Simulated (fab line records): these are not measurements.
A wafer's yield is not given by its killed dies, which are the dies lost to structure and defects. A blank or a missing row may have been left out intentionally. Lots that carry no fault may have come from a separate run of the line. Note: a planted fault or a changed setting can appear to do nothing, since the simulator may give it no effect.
Struck lot and sound lot, side by side    flow n5-finfet    15 steps out of a route of 1938
Sound: the wafers L163.3, L163.5, L163.6. Struck: wafers L176.4, L176.6. (L176.1 of the same lot was not struck and is left out.) The cause comes at the end.
Each step with rows lists, per side, the tool, then ch with its chambers, then its first start. Under that, the readings that differ: sound wafers    struck wafers    difference of the means    sigmas: that difference in standard deviations of wafers without a fault.
alike: words and numbers the same on both sides, and readings whose means are apart by under 2 such deviations; not compared: readings that were withheld, readings missing a value for some wafer, numbers with overlapping values and no deviation given by the record, and bounds like >300 which may hide the same value.
The two part at a step that has a row with sigmas, a row that says differs or no value, or rows on one side only. Numbers that have no deviation but don't overlap get no sigmas and don't part them. A reading missing from all wafers of one side parts the sides only when that side holds two or more wafers.

N5_BEOL_M2_OVL_MEAS_29:
  sound on overlay-01 ch 0, day 7 08:07; struck on overlay-01 ch 0, day 10 22:26
  alike: V1_OVL
N5_BEOL_M2_INSPECT_30: inspects for defects (brightfield).
  struck on defect-inspect-01, day 10 22:29; sound on defect-inspect-01, day 7 08:10
  alike: raw-defect-count
then, 2 steps without rows for these wafers: N5_BEOL_M2_DESCUM_33 (chemistry O2, time 7 s); N5_BEOL_M2_ETCH_77 (etches underlayer in N2/H2, target depth 6.5 nm, time 5.2 s).
N5_BEOL_M2_ETCH_69: etches SiARC in CF4, target depth 15.6 nm, time 26 s.
  sound on rie-diel-04 ch 0,2,3, day 7 08:15; struck on rie-diel-04 ch 3, day 10 22:44
  alike: drypump-motor-current-A, etch-rf-on-time-s, mfc-ar-sccm, oes-product-au, rf-vpp-V, showerhead-plenum-p-Torr, throttle-valve-pct
  not compared: rf-hours-counter-h
then, 1 step without rows for these wafers: N5_BEOL_M2_ALD_98 (deposits SiO2, target thk 2.5 nm, pulse time 1 s, co reactant pulse time 1 s).
N5_BEOL_M2_ETCHBACK_99: etches SiO2 in CHF3, target depth 5 nm, time 10.4 s.
  sound on rie-diel-05 ch 1,3, day 7 15:20; struck on rie-diel-01 ch 2, day 11 06:58
reading                      sound              struck       difference  sigmas
drypump-motor-current-A (A)  6.6 6.6 6.0        5.0 5.0      -1.4        -3
oes-product-au (a.u.)        0.77 0.78 0.82     0.96 0.97    +0.17       +2
rf-vpp-V (V)                 238.4 239.3 238.7  247.9 247.5  +8.9        +3
  alike: mfc-ar-sccm, oes_f_703_au, showerhead-plenum-p-Torr, throttle-valve-pct
  not compared: rf-hours-counter-h
N5_BEOL_M2_ETCH_70: etches SOC in N2/H2, target depth 80 nm, overetch 24 nm, time 130 s.
  sound on rie-diel-05 ch 1,3, day 7 15:22; struck on rie-diel-01 ch 2, day 11 06:59
reading                      sound              struck       difference  sigmas
drypump-motor-current-A (A)  6.6 6.6 5.9        5.0 5.0      -1.4        -3
throttle-valve-pct (%)       17.77 17.77 17.90  17.33 17.31  -0.49       -2
  alike: oes-product-au, rf-vpp-V, showerhead-plenum-p-Torr
  not compared: rf-hours-counter-h
then, 2 steps without rows for these wafers: N5_BEOL_M2_STRIP_71 (strips in N2/H2); N5_BEOL_M2_STRIP_78 (strips in N2/H2).
N5_BEOL_M2_VIA_ETCH_34: etches the open film in C4F6/O2, target depth 69.4 nm, time 65.9 s.
  sound on rie-diel-05 ch 1,3, day 7 15:29; struck on rie-diel-01 ch 2, day 11 07:06
reading                      sound        struck   difference  sigmas
drypump-motor-current-A (A)  6.6 6.6 6.0  5.0 5.0  -1.4        -3
rf-vpp-V (V)                 659 660 662  679 681  +20         +3
  alike: mfc-ar-sccm, oes_f_703_au, oes-product-au, showerhead-plenum-p-Torr, throttle-valve-pct
  not compared: rf-hours-counter-h
then, 1 step without rows for these wafers: N5_BEOL_M2_STRIP_83 (strips in C4F6/O2).
N5_BEOL_M2_STRIP_36: strips in N2/H2.
  sound on rie-diel-05 ch 1,3, day 7 15:32; struck on rie-diel-01 ch 2, day 11 07:10
reading                         sound              struck       difference  sigmas
chamber-pressure-mTorr (mTorr)  19.96 20.01 19.96  14.03 14.01  -5.96       -99 or more
drypump-motor-current-A (A)     6.6 6.6 5.9        5.0 5.0      -1.4        -3
throttle-valve-pct (%)          23.65 23.68 23.63  23.07 23.06  -0.59       -2
  alike: oes-product-au, rf-vpp-V, showerhead-plenum-p-Torr
  not compared: rf-hours-counter-h
N5_BEOL_M2_TRENCH_ETCH_37: etches SiOC in C4F6/O2, target depth 55.555 nm, time 29.2 s.
  sound on rie-diel-05 ch 1,3; struck on rie-diel-01 ch 2
reading                      sound        struck   difference  sigmas
drypump-motor-current-A (A)  6.6 6.6 6.0  5.0 5.0  -1.4        -3
rf-vpp-V (V)                 659 659 663  682 682  +22         +3
  alike: mfc-ar-sccm, oes_f_703_au, oes-product-au, showerhead-plenum-p-Torr, throttle-valve-pct
  not compared: rf-hours-counter-h
-- record jumps: 2 days separate the struck wafers' starts on either side; left off in module BEOL_M2, taken up again in module BEOL_M4, whose first shown step is the route's number 1111 --
N5_BEOL_M4_RC_MEAS_101:
  sound on prober-02 ch 0, day 9 04:32; struck on prober-02 ch 0, day 13 08:41
  alike: DIBL_N, DIBL_P, IOFF_N, IOFF_P, ION_N, ION_P, SS_N, SS_P, VT_N, VT_P

## WHERE THEY PART
Earliest at N5_BEOL_M2_ETCHBACK_99; latest, in this record, at N5_BEOL_M2_TRENCH_ETCH_37. Later steps at which nothing parts them and some readings are alike: N5_BEOL_M4_RC_MEAS_101.

WHY: whatever the simulator had introduced
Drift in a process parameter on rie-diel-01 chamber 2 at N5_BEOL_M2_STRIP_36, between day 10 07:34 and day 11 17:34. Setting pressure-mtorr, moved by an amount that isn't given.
